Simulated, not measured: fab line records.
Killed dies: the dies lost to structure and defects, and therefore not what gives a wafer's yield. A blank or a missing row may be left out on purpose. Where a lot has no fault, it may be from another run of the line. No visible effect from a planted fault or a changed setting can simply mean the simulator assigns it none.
fab line records | flow nandHarc
[record] lots = 7 | wafers = 19 | lastDay = 27
route steps=1159 shown P_CONTACT@235 END@1159
lots that met no fault: taken from a fault-free run of the same line
startH: start of the lot's first displayed wafer, in hours after the record's first day | waitH: time in hours since the lot's previous step | " repeats the value in the row above | L1.1+2: one row covering several wafers at once | - no value, or no start given | * or withheld: withheld | < > ~ a bound
route shown NAME@n: names a module that has steps shown in the file, with the first one's number in the route | usual: mean and standard deviation over wafers with no fault | same: alike in all rows | chamber/n: place in a boat | sites: per-site readings | _std_site: the standard deviation of these | _edge_site: mean of outer sites minus mean of inner sites | radiusMm: how far each site lies from the wafer's centre | mask NAME#n: copy n | behind: the last tool/chamber to shape the wafer | hold: what put the lot on hold/how long, in hours/how the hold closed | device: which transistor (n, p or np) failed to switch | end of line: at the end of the route, the tests of the same wafers | where a step has no rows: the recipe by itself | killed: the dies lost at the first sort to structure and to defects; this is not the yield of the wafer | map: a wafer's dies, x killed, . not, _ none there
set.NAME: the setting that was run; set.NAME@STEP: the one run at that earlier step | model.NAME: the simulator's own value behind a step, which no gauge read
lots seen at some steps along the route; tables by step, rows by wafer
services: a tool's chamber out of use, with start hour (startH, from the record's first day; less than 0 if before it), hours out, and reason
[[steps]]
[step NHARC_P_CONTACT_DESCUM_17]
[recipe] timeS = 3 | o2FlowSccm = 200 | arFlowSccm = 0 | biasPowerW = 0 | chemistry = O2
[step NHARC_P_CONTACT_ETCH_35]
[recipe] targetDepthA = 390 | overEtchFrac = 0.3 | timeS = 65 | ionEnergyEv = 80 | cf4FlowSccm = 150 | arFlowSccm = 0 | rfW = 300 | biasW = 100 | chemistry = CF4
[step NHARC_P_CONTACT_ETCH_36]
[recipe] targetDepthA = 2600 | overEtchFrac = 0.25 | timeS = 406.25 | ionEnergyEv = 200 | n2FlowSccm = 150 | h2FlowSccm = 150 | arFlowSccm = 0 | rfW = 400 | biasW = 150 | chemistry = N2/H2
[usual] drypumpMotorCurrentA = 5.5/0.33 | mfcArSccm = 0.006/0.0087 | oesProductAu = 0.997/0.0079 | rfVppV = 431.7/2.9 | showerheadPlenumPTorr = 2.08/0.11 | throttleValvePct = 14.172/0.0096
lot.wafer | tool       | chamber | startH | waitH | drypumpMotorCurrentA | mfcArSccm | oesProductAu | rfHoursCounterH | rfVppV | showerheadPlenumPTorr | throttleValvePct
L451.3    | rieDiel-08 | 1       | -      | -     | 5.2                  | 0.024     | 1.005        | 2               | 432.4  | 2.09                  | 14.160
L451.5    | "          | 1       | "      | "     | 5.2                  | 0.024     | 1.001        | -               | 430.9  | 2.09                  | 14.173
L451.6    | "          | 2       | "      | "     | 5.9                  | 0         | 0.996        | -               | 435.0  | 2.19                  | 14.171
L452.3    | rieDiel-06 | 2       | -      | -     | 5.6                  | 0         | 0.989        | 9               | 429.8  | 2.04                  | 14.175
L452.1    | "          | 3       | "      | "     | 5.1                  | 0.017     | 0.992        | 9               | 435.8  | 2.19                  | 14.154
L455.2    | rieDiel-06 | 3       | -      | -     | 5.1                  | 0.017     | 1.002        | 10              | 434.5  | 2.19                  | 14.160
L455.4    | "          | 1       | "      | "     | 6.1                  | 0.005     | 1.003        | 9               | 434.4  | 2.20                  | 14.180
L461.3    | rieDiel-08 | 3       | -      | -     | 5.5                  | 0         | 0.996        | 7               | 431.4  | 2.11                  | 14.162
L461.4    | "          | 1       | "      | "     | 5.2                  | 0.024     | 1.012        | 7               | 431.0  | 2.09                  | 14.171
L461.6    | "          | 3       | "      | "     | 5.5                  | 0         | 0.997        | -               | 433.0  | 2.11                  | 14.161
L464.3    | rieDiel-06 | 0       | -      | -     | 5.8                  | 0         | 0.994        | 18              | 426.8  | 1.89                  | 14.174
L464.4    | "          | 2       | "      | "     | 5.6                  | 0         | 0.983        | 17              | 432.1  | 2.03                  | 14.165
L464.6    | "          | 3       | "      | "     | 5.1                  | 0.017     | 0.997        | -               | 432.8  | 2.18                  | 14.171
L466.3    | rieDiel-06 | 2       | -      | -     | 5.6                  | 0         | 0.998        | 17              | 431.6  | 2.03                  | 14.179
L466.4    | "          | 3       | "      | "     | 5.2                  | 0.017     | 1.001        | 20              | 434.6  | 2.18                  | 14.163
L466.5    | "          | 3       | "      | "     | 5.2                  | 0.017     | 1.006        | -               | 434.1  | 2.18                  | 14.170
L468.2    | rieDiel-06 | 3       | -      | -     | 5.2                  | 0.017     | 0.992        | 1               | 432.9  | 2.18                  | 14.165
L468.1    | "          | 2       | "      | "     | 5.6                  | 0         | 0.998        | 1               | 430.4  | 2.03                  | 14.159
L468.5    | "          | 3       | "      | "     | 5.2                  | 0.017     | 0.990        | -               | 434.4  | 2.18                  | 14.157
[step NHARC_P_CONTACT_ETCH_18]
[recipe] targetDepthA = 4810 | timeS = 240.5 | c4f8FlowSccm = 20 | o2FlowSccm = 10 | arFlowSccm = withheld | rfW = 600 | biasW = 1500 | chemistry = C4F8/O2/Ar
[step NHARC_P_CONTACT_STRIP_37]
[recipe] c4f8FlowSccm = withheld | o2FlowSccm = 8 | arFlowSccm = withheld | biasW = 0 | chemistry = C4F8/O2/Ar
[step NHARC_P_CONTACT_ETCH_31]
[recipe] targetDepthA = 300 | timeS = 85.7 | ionEnergyEv = 120 | overEtchFrac = 1 | ch3fFlowSccm = 50 | o2FlowSccm = 30 | arFlowSccm = 200 | rfW = 500 | biasW = 100 | chemistry = CH3F/O2
[usual] drypumpMotorCurrentA = 5.5/0.34 | mfcArSccm = 199.9/0.59 | oesProductAu = 0.982/0.0087 | rfVppV = 245.0/1.8 | showerheadPlenumPTorr = 2.50/0.12 | throttleValvePct = 20.663/0.0097
lot.wafer | tool       | chamber | startH | waitH | drypumpMotorCurrentA | mfcArSccm | oesProductAu | rfHoursCounterH | rfVppV | showerheadPlenumPTorr | throttleValvePct
L451.3    | rieDiel-08 | 1       | -      | -     | 5.2                  | 199.0     | 0.984        | 2               | 245.0  | 2.52                  | 20.668
L451.6    | "          | 0       | "      | "     | 5.3                  | 199.3     | 0.977        | -               | 245.2  | 2.44                  | 20.654
L451.5    | "          | 1       | "      | "     | 5.2                  | 199.6     | 0.985        | -               | 244.9  | 2.52                  | 20.654
L452.3    | rieDiel-06 | 2       | -      | -     | 5.6                  | 200.3     | 0.979        | 9               | 244.5  | 2.46                  | 20.649
L452.1    | "          | 3       | "      | "     | 5.2                  | 200.3     | 0.987        | 9               | 246.0  | 2.62                  | 20.659
L455.2    | rieDiel-06 | 0       | -      | -     | 5.8                  | 200.0     | 1.003        | 9               | 242.1  | 2.29                  | 20.656
L455.4    | "          | 0       | "      | "     | 5.8                  | 200.3     | 0.999        | -               | 241.9  | 2.29                  | 20.672
L461.3    | rieDiel-08 | 3       | -      | -     | 5.5                  | 200.1     | 0.975        | 7               | 246.8  | 2.54                  | 20.665
L461.4    | "          | 0       | "      | "     | 5.3                  | 199.6     | 1.001        | 7               | 246.0  | 2.44                  | 20.665
L461.6    | "          | 2       | "      | "     | 5.9                  | 199.5     | 0.978        | -               | 248.8  | 2.63                  | 20.666
L464.4    | rieDiel-06 | 1       | -      | -     | 6.1                  | 200.2     | 0.982        | 14              | 247.8  | 2.64                  | 20.665
L464.3    | "          | 3       | "      | "     | 5.2                  | 199.8     | 0.997        | 19              | 246.1  | 2.62                  | 20.645
L464.6    | "          | 1       | "      | "     | 6.1                  | 201.3     | 0.975        | -               | 247.2  | 2.64                  | 20.659
L466.3    | rieDiel-06 | 1       | -      | -     | 6.1                  | 200.1     | 0.990        | 15              | 246.5  | 2.64                  | 20.654
L466.4    | "          | 2       | "      | "     | 5.6                  | 199.7     | 0.980        | 17              | 245.1  | 2.45                  | 20.674
L466.5    | "          | 1       | "      | "     | 6.1                  | 200.4     | 0.991        | -               | 246.6  | 2.64                  | 20.672
L468.1    | rieDiel-06 | 0       | -      | -     | 5.8                  | 200.2     | 0.992        | 1               | 242.7  | 2.29                  | 20.671
L468.2    | "          | 2       | "      | "     | 5.6                  | 199.4     | 0.984        | 1               | 243.9  | 2.45                  | 20.666
L468.5    | "          | 0       | "      | "     | 5.8                  | 201.1     | 0.981        | -               | 241.3  | 2.29                  | 20.659
[step NHARC_P_CONTACT_CD_MEAS_19]
[usual] cdNm = 89.1/1.1
lot.wafer | tool     | chamber | startH | waitH | cdNm
L451.3    | cdSem-02 | -       | 151.30 | -     | 87.4
L451.5    | "        | -       | "      | "     | 89.9
L451.6    | "        | -       | "      | "     | 89.5
L452.1    | cdSem-03 | -       | 154.09 | -     | 90.7
L452.3    | "        | -       | "      | "     | 89.0
L455.2    | cdSem-03 | -       | 165.72 | -     | 88.9
L455.4    | "        | -       | "      | "     | 89.8
L461.3    | cdSem-01 | -       | 203.80 | -     | 90.2
L461.4    | "        | -       | "      | "     | 89.7
L461.6    | "        | -       | "      | "     | 90.7
L464.3    | cdSem-02 | -       | 231.77 | -     | 89.7
L464.4    | "        | -       | "      | "     | 87.3
L464.6    | "        | -       | "      | "     | 88.2
L466.3    | cdSem-03 | -       | 239.15 | -     | 89.9
L466.4    | "        | -       | "      | "     | 90.0
L466.5    | "        | -       | "      | "     | 90.1
L468.1    | cdSem-02 | -       | 258.41 | -     | 89.9
L468.2    | "        | -       | "      | "     | 88.4
L468.5    | "        | -       | "      | "     | 88.9
[step NHARC_P_CONTACT_STRIP_28]
[recipe] o2FlowSccm = 500 | arFlowSccm = 0 | biasW = 0 | chemistry = O2
[usual] drypumpMotorCurrentA = 5.6/0.33 | mfcArSccm = 0.006/0.0085 | oesProductAu = 0.998/0.007 | rfVppV = 58.1/0.95 | showerheadPlenumPTorr = 3.59/0.16 | throttleValvePct = 17.037/0.0091
lot.wafer | tool       | chamber | startH | waitH | drypumpMotorCurrentA | mfcArSccm | oesProductAu | rfHoursCounterH | rfVppV | showerheadPlenumPTorr | throttleValvePct
L451.3    | rieDiel-06 | 0       | 151.41 | 0.1   | 5.9                  | 0         | 0.990        | 8               | 57.0   | 3.30                  | 17.021
L451.6    | "          | 1       | "      | "     | 6.1                  | 0.005     | 0.996        | -               | 58.8   | 3.78                  | 17.026
L451.5    | "          | 2       | "      | "     | 5.6                  | 0         | 0.988        | -               | 57.2   | 3.52                  | 17.035
L452.3    | rieDiel-06 | 2       | 154.17 | 0.1   | 5.6                  | 0         | 0.986        | 9               | 58.7   | 3.52                  | 17.040
L452.1    | "          | 0       | "      | "     | 5.8                  | 0         | 1.002        | 9               | 56.9   | 3.30                  | 17.033
L455.4    | rieDiel-08 | 3       | 165.79 | 0.1   | 5.5                  | 0         | 0.994        | 3               | 59.3   | 3.65                  | 17.028
L455.2    | "          | 2       | "      | "     | 6.0                  | 0         | 0.990        | 4               | 58.6   | 3.76                  | 17.029
L461.3    | rieDiel-06 | 3       | 203.89 | 0.1   | 5.2                  | 0.017     | 0.998        | 15              | 58.2   | 3.75                  | 17.040
L461.6    | "          | 2       | "      | "     | 5.6                  | 0         | 1.000        | -               | 58.0   | 3.52                  | 17.034
L461.4    | "          | 3       | "      | "     | 5.2                  | 0.017     | 1.003        | -               | 59.2   | 3.75                  | 17.039
L464.4    | rieDiel-06 | 1       | 231.86 | 0.1   | 6.1                  | 0.005     | 1.009        | 14              | 59.0   | 3.77                  | 17.025
L464.3    | "          | 3       | "      | "     | 5.2                  | 0.017     | 1.001        | 19              | 58.6   | 3.75                  | 17.051
L464.6    | "          | 0       | "      | "     | 5.9                  | 0         | 0.994        | -               | 57.6   | 3.30                  | 17.045
L466.3    | rieDiel-06 | 3       | 239.25 | 0.1   | 5.2                  | 0.017     | 0.996        | 20              | 58.8   | 3.75                  | 17.039
L466.4    | "          | 0       | "      | "     | 5.8                  | 0         | 1.000        | 19              | 57.3   | 3.30                  | 17.047
L466.5    | "          | 1       | "      | "     | 6.1                  | 0.005     | 1.000        | -               | 55.6   | 3.77                  | 17.034
L468.2    | rieDiel-06 | 2       | 258.48 | 0.1   | 5.6                  | 0         | 0.982        | 1               | 58.6   | 3.52                  | 17.031
L468.1    | "          | 3       | "      | "     | 5.2                  | 0.017     | 0.988        | 1               | 58.0   | 3.75                  | 17.017
L468.5    | "          | 2       | "      | "     | 5.6                  | 0         | 0.994        | -               | 58.1   | 3.52                  | 17.049
[step NHARC_P_CONTACT_STRIP_29]
[recipe] timeS = 1200 | tempC = 72.5 | chemistry = postEtchResidueRemover
[step NHARC_P_CONTACT_DEGAS_38]
[recipe] tempC = 300 | timeS = 60
[usual] heaterPowerW = 482/35
lot.wafer | tool          | chamber | startH | waitH | heaterPowerW
L451.3    | pvdSputter-01 | -       | 152.03 | -     | 467
L451.5    | "             | -       | "      | "     | 518
L451.6    | "             | -       | "      | "     | 470
L452.1    | pvdSputter-03 | -       | 154.83 | -     | 466
L452.3    | "             | -       | "      | "     | 397
L455.2    | pvdSputter-02 | -       | 166.42 | -     | 441
L455.4    | "             | -       | "      | "     | 474
L461.4    | pvdSputter-01 | -       | 204.60 | -     | 468
L461.3    | "             | -       | "      | "     | 485
L461.6    | "             | -       | "      | "     | 474
L464.3    | pvdSputter-01 | -       | 232.48 | -     | 508
L464.4    | "             | -       | "      | "     | 491
L464.6    | "             | -       | "      | "     | 518
L466.3    | pvdSputter-03 | -       | 239.85 | -     | 519
L466.4    | "             | -       | "      | "     | 507
L466.5    | "             | -       | "      | "     | 519
L468.1    | pvdSputter-01 | -       | 259.16 | -     | 467
L468.2    | "             | -       | "      | "     | 514
L468.5    | "             | -       | "      | "     | 482
[step NHARC_P_CONTACT_PRE_CLEAN_39]
[recipe] timeS = 19.5 | biasV = 250 | gas = Ar
[step NHARC_P_CONTACT_PVD_32]
[recipe] targetThkA = 50 | chamberPressurePa = 5 | powerW = 5000 | substrateTempC = 200 | timeS = 17.7 | material = Ti
[step NHARC_P_CONTACT_ALD_22]
[recipe] targetThkA = 30 | pulseTimeS = 1 | aldCycles = 150 | tempC = 450 | material = TiN
[usual] aldCycles = 150/0 | heaterPowerW = 1102/150 | precursorPulseHeightRel = 0.997/0.02
lot.wafer | tool        | chamber | startH | waitH | aldCycles | heaterPowerW | precursorPulseHeightRel
L451.3    | aldMetal-01 | 1       | 152.36 | -     | 73        | 931          | 0.998
L451.5    | "           | 2       | "      | "     | 150       | 1338         | 1.029
L451.6    | "           | 3       | "      | "     | 150       | 1168         | 0.993
L452.1    | aldMetal-01 | 1       | 155.07 | -     | 150       | 932          | 1.032
L452.3    | "           | 3       | "      | "     | 73        | 1158         | 1.004
L455.2    | aldMetal-01 | 1       | 166.75 | -     | 150       | 925          | 0.995
L455.4    | "           | 2       | "      | "     | 73        | 1348         | 0.963
L461.4    | aldMetal-03 | 1       | 204.87 | -     | 150       | 1274         | 0.965
L461.3    | "           | 3       | "      | "     | 150       | 982          | 0.991
L461.6    | "           | 2       | "      | "     | 150       | 1005         | 1.040
L464.3    | aldMetal-03 | 0       | 232.72 | -     | 150       | 859          | 0.945
L464.4    | "           | 1       | "      | "     | 150       | 1260         | 0.960
L464.6    | "           | 0       | "      | "     | 150       | 862          | 1.003
L466.3    | aldMetal-04 | 2       | 240.09 | -     | 150       | 1299         | 1.025
L466.4    | "           | 0       | "      | "     | 150       | 997          | 1.016
L466.5    | "           | 3       | "      | "     | 150       | 1077         | 1.003
L468.1    | aldMetal-01 | 1       | 259.40 | -     | 150       | 939          | 1.000
L468.2    | "           | 3       | "      | "     | 150       | 1146         | 0.998
L468.5    | "           | 2       | "      | "     | 150       | 1366         | 1.005
[step NHARC_P_CONTACT_CVD_23]
[recipe] targetThkA = 2000 | tempC = 300 | pressureTorr = 40 | wf6FlowSccm = 40 | h2FlowSccm = 1600 | arFlowSccm = 1560 | timeS = 557 | material = W
[usual] heaterPowerW = 452/32 | mfcArSccm = 1559/4.1 | throttleValvePct = 8.01/0.22
lot.wafer | tool    | chamber | startH | waitH | heaterPowerW | mfcArSccm | throttleValvePct
L451.3    | cvdW-02 | 0       | -      | -     | 492          | 1559      | 8.38
L451.5    | "       | 1       | "      | "     | 440          | 1561      | 7.74
L451.6    | "       | 0       | "      | "     | 511          | 1566      | 8.41
L452.1    | cvdW-01 | 1       | -      | -     | 466          | 1564      | 7.69
L452.3    | "       | 0       | "      | "     | 412          | 1567      | 7.82
L455.2    | cvdW-01 | 1       | -      | -     | 469          | 1559      | 7.81
L455.4    | "       | 1       | "      | "     | 462          | 1558      | 7.95
L461.4    | cvdW-01 | 1       | -      | -     | 464          | 1554      | 7.87
L461.3    | "       | 0       | "      | "     | 409          | 1567      | 8.16
L461.6    | "       | 0       | "      | "     | 410          | 1558      | 7.93
L464.3    | cvdW-01 | 0       | -      | -     | 408          | 1569      | 8.11
L464.4    | "       | 1       | "      | "     | 459          | 1560      | 8.12
L464.6    | "       | 0       | "      | "     | 403          | 1562      | 7.99
L466.3    | cvdW-02 | 0       | -      | -     | 500          | 1565      | 8.12
L466.4    | "       | 1       | "      | "     | 461          | 1555      | 8.19
L466.5    | "       | 0       | "      | "     | 502          | 1557      | 8.20
L468.1    | cvdW-02 | 0       | -      | -     | 510          | 1552      | 8.20
L468.2    | "       | 1       | "      | "     | 466          | 1560      | 8.22
L468.5    | "       | 0       | "      | "     | 496          | 1560      | 8.46
[step NHARC_END_SORT_01]
[recipe] tempC = 25
[usual] killedAtArray = 28/11 | killedAtOther = 0.9/1.2 | killedAtPeriphery = 2.6/2.1 | killedDies = 31/11 | killedOpen = 3.1/1.7 | killedShort = 1.9/1.3
[same] grossDies = 677
lot.wafer | tool      | chamber | startH | waitH | killedAtArray | killedAtOther | killedAtPeriphery | killedDies | killedOpen | killedShort
L455.4    | prober-02 | 0       | 567.00 | 3.4   | 37            | 0             | 640               | 677        | 6          | 1
L451.3    | prober-02 | 0       | 573.94 | 3.1   | 14            | 0             | 663               | 677        | 1          | 3
L452.3    | prober-02 | 0       | 587.94 | 3.1   | 12            | 1             | 664               | 677        | 2          | 1
// killed by level:class
L455.4 P_CONTACT:areaAld=640 A_CHANNEL_HOLE_D1:chamberFilmFlake=20 A_CONTACT:chamberFilmFlake=9 A_CONTACT:geometricParticle:open=3 A_ONON_D1:geometricParticle:open=1 A_CHANNEL_FILL_D1:geometricParticle:short=1 A_WL_FILL:geometricParticle:open=1 A_M0:geometricParticle:open=1
L451.3 P_CONTACT:areaAld=662 A_CONTACT:chamberFilmFlake=6 A_CHANNEL_HOLE_D1:chamberFilmFlake=2 A_STAIRCASE:chamberFilmFlake=2 P_GATE:geometricParticle:short=1 A_ONON_D1:geometricParticle:short=1 A_SGD_CUT:geometricParticle:open=1 A_WL_FILL:geometricParticle:short=1
L452.3 P_CONTACT:areaAld=662 A_CHANNEL_HOLE_D1:chamberFilmFlake=4 A_STAIRCASE:chamberFilmFlake=3 A_CONTACT:chamberFilmFlake=2 P_M0:geometricParticle:open=1 P_M1:geometricParticle:open=1 A_CHANNEL_FILL_D1:geometricParticle:short=1 A_SGD_CUT:chamberFilmFlake=1
// map L451.3 (x killed, . not)
____________x____________
_________xxxxxxx_________
_______xxxxxxxxxxx_______
______xxxxxxxxxxxxx______
_____xxxxxxxxxxxxxxx_____
____xxxxxxxxxxxxxxxxx____
____xxxxxxxxxxxxxxxxx____
___xxxxxxxxxxxxxxxxxxx___
___xxxxxxxxxxxxxxxxxxx___
__xxxxxxxxxxxxxxxxxxxxx__
__xxxxxxxxxxxxxxxxxxxxx__
_xxxxxxxxxxxxxxxxxxxxxxx_
_xxxxxxxxxxxxxxxxxxxxxxx_
_xxxxxxxxxxxxxxxxxxxxxxx_
_xxxxxxxxxxxxxxxxxxxxxxx_
_xxxxxxxxxxxxxxxxxxxxxxx_
xxxxxxxxxxxxxxxxxxxxxxxxx
xxxxxxxxxxxxxxxxxxxxxxxxx
xxxxxxxxxxxxxxxxxxxxxxxxx
xxxxxxxxxxxxxxxxxxxxxxxxx
xxxxxxxxxxxxxxxxxxxxxxxxx
_xxxxxxxxxxxxxxxxxxxxxxx_
_xxxxxxxxxxxxxxxxxxxxxxx_
_xxxxxxxxxxxxxxxxxxxxxxx_
_xxxxxxxxxxxxxxxxxxxxxxx_
_xxxxxxxxxxxxxxxxxxxxxxx_
__xxxxxxxxxxxxxxxxxxxxx__
__xxxxxxxxxxxxxxxxxxxxx__
___xxxxxxxxxxxxxxxxxxx___
___xxxxxxxxxxxxxxxxxxx___
____xxxxxxxxxxxxxxxxx____
____xxxxxxxxxxxxxxxxx____
_____xxxxxxxxxxxxxxx_____
______xxxxxxxxxxxxx______
_______xxxxxxxxxxx_______
_________xxxxxxx_________
____________x____________
// map L452.3 (x killed, . not)
____________x____________
_________xxxxxxx_________
_______xxxxxxxxxxx_______
______xxxxxxxxxxxxx______
_____xxxxxxxxxxxxxxx_____
____xxxxxxxxxxxxxxxxx____
____xxxxxxxxxxxxxxxxx____
___xxxxxxxxxxxxxxxxxxx___
___xxxxxxxxxxxxxxxxxxx___
__xxxxxxxxxxxxxxxxxxxxx__
__xxxxxxxxxxxxxxxxxxxxx__
_xxxxxxxxxxxxxxxxxxxxxxx_
_xxxxxxxxxxxxxxxxxxxxxxx_
_xxxxxxxxxxxxxxxxxxxxxxx_
_xxxxxxxxxxxxxxxxxxxxxxx_
_xxxxxxxxxxxxxxxxxxxxxxx_
xxxxxxxxxxxxxxxxxxxxxxxxx
xxxxxxxxxxxxxxxxxxxxxxxxx
xxxxxxxxxxxxxxxxxxxxxxxxx
xxxxxxxxxxxxxxxxxxxxxxxxx
xxxxxxxxxxxxxxxxxxxxxxxxx
_xxxxxxxxxxxxxxxxxxxxxxx_
_xxxxxxxxxxxxxxxxxxxxxxx_
_xxxxxxxxxxxxxxxxxxxxxxx_
_xxxxxxxxxxxxxxxxxxxxxxx_
_xxxxxxxxxxxxxxxxxxxxxxx_
__xxxxxxxxxxxxxxxxxxxxx__
__xxxxxxxxxxxxxxxxxxxxx__
___xxxxxxxxxxxxxxxxxxx___
___xxxxxxxxxxxxxxxxxxx___
____xxxxxxxxxxxxxxxxx____
____xxxxxxxxxxxxxxxxx____
_____xxxxxxxxxxxxxxx_____
______xxxxxxxxxxxxx______
_______xxxxxxxxxxx_______
_________xxxxxxx_________
____________x____________
[[services]]
tool          | chamber | startH | hours | kind
pvdSputter-02 | -       | 140.30 | 20.0  | repair
aldMetal-03   | -       | 144.00 | 10.0  | pm
rieDiel-06    | 0       | 146.78 | -     | clean
rieDiel-06    | 1       | 146.78 | -     | clean
rieDiel-06    | 2       | 146.78 | -     | clean
rieDiel-06    | 3       | 146.78 | -     | clean
pvdSputter-01 | -       | 158.00 | 10.0  | pm
rieDiel-08    | -       | 159.65 | 0.1   | repair
rieDiel-06    | 2       | 165.20 | 3.2   | repair
rieDiel-06    | 2       | 169.35 | 5.5   | repair
rieDiel-06    | 0       | 171.28 | -     | clean
rieDiel-06    | 1       | 171.28 | -     | clean
rieDiel-06    | 1       | 183.93 | 2.6   | repair
rieDiel-06    | 1       | 190.50 | 16.4  | repair
aldMetal-01   | -       | 197.06 | 0.4   | repair
cvdW-02       | -       | 197.08 | 13.0  | pm
pvdSputter-03 | -       | 204.12 | 0.7   | repair
aldMetal-01   | 3       | 205.45 | 14.1  | repair
pvdSputter-02 | -       | 214.00 | 10.0  | pm
aldMetal-04   | -       | 228.00 | 10.0  | pm
rieDiel-06    | -       | 241.28 | 9.0   | pm
pvdSputter-02 | -       | 246.93 | 1.6   | repair
rieDiel-06    | -       | 251.75 | 0.6   | repair
rieDiel-08    | 2       | 258.79 | 7.1   | repair
[[key]]
[firstSign] step = NHARC_P_CONTACT_ALD_22 | reading = aldCycles | direction = down | sigmas = 99+ | usual = 150 | struck = 73
[effect] step = NHARC_END_SORT_01 | reading = killedAtPeriphery | direction = up | sigmas = 99+ | usual = 2.6 | struck = 655.7
[moreKillsBornAt] NHARC_P_CONTACT_ALD_22@aldMetal-01 = 1964
metAt NHARC_P_CONTACT_ALD_22
struckWafers L451.3,L452.3,L455.4
laterRowsLeftOut L451.3,L452.3,L455.4
testerLeftOut L451,L452,L455
[fault] kind = processParameterDrift | tool = aldMetal-01 | chamber = - | onsetH = 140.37 | steps = NHARC_P_CONTACT_ALD_22 | channel = aldCycles | offset = -77 | shape = step | endH = 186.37 | scope = struckWafersOnly | actsIn = theseRecipesOnly | stated = 150
// testerLeftOut: of these lots the tester's yield and bins aren't shown, on N5 and GAA mostly nor the transistor test; their killed dies are dies lost to structure and defects alone, not to doping, threshold or leakage, so they don't give the yield
// laterRowsLeftOut: the simulator's readings of these wafers behind a module that went badly wrong aren't trusted and aren't shown, but for the sort
